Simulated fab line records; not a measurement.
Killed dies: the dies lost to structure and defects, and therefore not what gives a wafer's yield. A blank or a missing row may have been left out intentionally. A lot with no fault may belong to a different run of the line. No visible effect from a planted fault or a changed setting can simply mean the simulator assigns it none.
Chamber matching | flow n5_finfet | N5_STI_FIN_REVEAL_STRIP_24 on rie_diel-03: 4 sister chambers
The step strips in N2/H2, time 90 s. 4 wafers are shown with their chamber, then 8 later ones without.

WAFERS, EACH WITH ITS CHAMBER
wafer  | chamber | drypump_motor_current_A (A)
L081.6 | 2       | 5.9
L086.1 | 3       | 5.2
L086.4 | 1       | 5.3
L088.2 | 0       | 6.2

WAFERS MISSING THEIR CHAMBER
wafer  | drypump_motor_current_A (A)
L088.3 | 5.8
L088.6 | 5.3
L092.4 | 5.2
L092.5 | 6.1
L092.6 | 5.9
L093.1 | 5.2
L093.5 | 5.9
L093.6 | 5.3

WHICH CHAMBER EACH WENT THROUGH
wafer  | from the rows above     | in truth
L088.3 | 2                       | 2
L088.6 | can't be placed: 1 or 3 | 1
L092.4 | can't be placed: 3 or 1 | 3
L092.5 | can't be placed: 0 or 2 | 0
L092.6 | 2                       | 2
L093.1 | can't be placed: 3 or 1 | 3
L093.5 | 2                       | 2
L093.6 | can't be placed: 1 or 3 | 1
3 of 8 placed correctly. Unplaceable from these rows: 5, with the true chamber sitting among the candidates in 5. Placed wrongly: 0.
How it was worked out, from the rows above alone: a wafer's distance from a chamber is the root of the sum, over the readings, of the square of ((its reading less the chamber's mean) divided by the reading's scatter). If the next closest chamber is less than 2 further off than the closest, the wafer can't be placed; otherwise it belongs to the closest. The mean given for a chamber averages the wafers shown for that chamber. The scatter: root of mean squared gap, hidden wafer to nearest shown wafer, with one shown wafer a chamber.
